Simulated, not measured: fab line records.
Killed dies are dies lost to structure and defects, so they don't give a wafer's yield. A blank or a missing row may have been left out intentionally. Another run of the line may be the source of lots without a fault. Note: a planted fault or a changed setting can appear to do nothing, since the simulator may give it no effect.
Matching of chambers / flow nand-harc / 4 sister chambers for NHARC_A_CONTACT_ALD_18 on ald-metal-03
The step deposits TiN, target thk 3 nm, pulse time 1 s, ald cycles 150. 16 wafers are shown with their chamber, then 7 later ones without.

## WAFERS WITH THEIR CHAMBER
wafer=L418.1; chamber=1; heater-power-w (W)=1104; precursor-pulse-height-rel=0.985
wafer=L418.4; chamber=2; heater-power-w (W)=1373; precursor-pulse-height-rel=1.002
wafer=L418.5; chamber=3; heater-power-w (W)=967; precursor-pulse-height-rel=0.997
wafer=L420.3; chamber=3; heater-power-w (W)=1010; precursor-pulse-height-rel=0.993
wafer=L420.4; chamber=2; heater-power-w (W)=1346; precursor-pulse-height-rel=0.997
wafer=L420.6; chamber=1; heater-power-w (W)=1067; precursor-pulse-height-rel=0.996
wafer=L428.2; chamber=0; heater-power-w (W)=1027; precursor-pulse-height-rel=1.006
wafer=L428.3; chamber=2; heater-power-w (W)=1337; precursor-pulse-height-rel=0.969
wafer=L428.6; chamber=2; heater-power-w (W)=1359; precursor-pulse-height-rel=1.032
wafer=L430.4; chamber=0; heater-power-w (W)=1002; precursor-pulse-height-rel=1.036
wafer=L430.5; chamber=1; heater-power-w (W)=1176; precursor-pulse-height-rel=1.022
wafer=L435.1; chamber=1; heater-power-w (W)=1172; precursor-pulse-height-rel=1.017
wafer=L435.3; chamber=3; heater-power-w (W)=1056; precursor-pulse-height-rel=1.009
wafer=L435.6; chamber=3; heater-power-w (W)=1025; precursor-pulse-height-rel=0.958
wafer=L437.4; chamber=2; heater-power-w (W)=1327; precursor-pulse-height-rel=1.000
wafer=L437.5; chamber=1; heater-power-w (W)=1127; precursor-pulse-height-rel=1.000

SIGNATURES (means of the wafers above)
reading=heater-power-w; chamber 0=1014.50; chamber 1=1129.20; chamber 2=1348.40; chamber 3=1014.50; scatter within a chamber=34.5
reading=precursor-pulse-height-rel; chamber 0=1.02100; chamber 1=1.00400; chamber 2=1.00000; chamber 3=0.98925; scatter within a chamber=0.02
Rule: for a wafer and a chamber, the distance is found by dividing, reading by reading, the gap between the wafer's reading and the chamber's mean by the reading's scatter, squaring, summing and taking the root. The wafer belongs to the nearest chamber; if the next one is less than 2 further off, it can't be placed. How the scatter is found: for the shown wafers, subtract from each reading the mean of its chamber, square and add these, divide the total by (wafers less chambers), then take the root.

## WAFERS WITH NO CHAMBER GIVEN
wafer=L437.6; heater-power-w (W)=1047; precursor-pulse-height-rel=0.999
wafer=L439.1; heater-power-w (W)=1078; precursor-pulse-height-rel=1.022
wafer=L439.2; heater-power-w (W)=1149; precursor-pulse-height-rel=0.989
wafer=L439.3; heater-power-w (W)=1371; precursor-pulse-height-rel=1.005
wafer=L440.2; heater-power-w (W)=1328; precursor-pulse-height-rel=1.001
wafer=L440.3; heater-power-w (W)=1092; precursor-pulse-height-rel=1.005
wafer=L440.5; heater-power-w (W)=1124; precursor-pulse-height-rel=1.021

## WHICH CHAMBER EACH WENT THROUGH
wafer=L437.6; from the rows above=can't be placed: 3 or 0 or 1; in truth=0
wafer=L439.1; from the rows above=can't be placed: 1 or 0 or 3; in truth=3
wafer=L439.2; from the rows above=1; in truth=1
wafer=L439.3; from the rows above=2; in truth=2
wafer=L440.2; from the rows above=2; in truth=2
wafer=L440.3; from the rows above=can't be placed: 1 or 3 or 0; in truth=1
wafer=L440.5; from the rows above=1; in truth=1
Correct placement for 4 of the 7. Not placeable from these rows: 3 (in 3, the candidates include the true chamber). 0 placed wrongly.
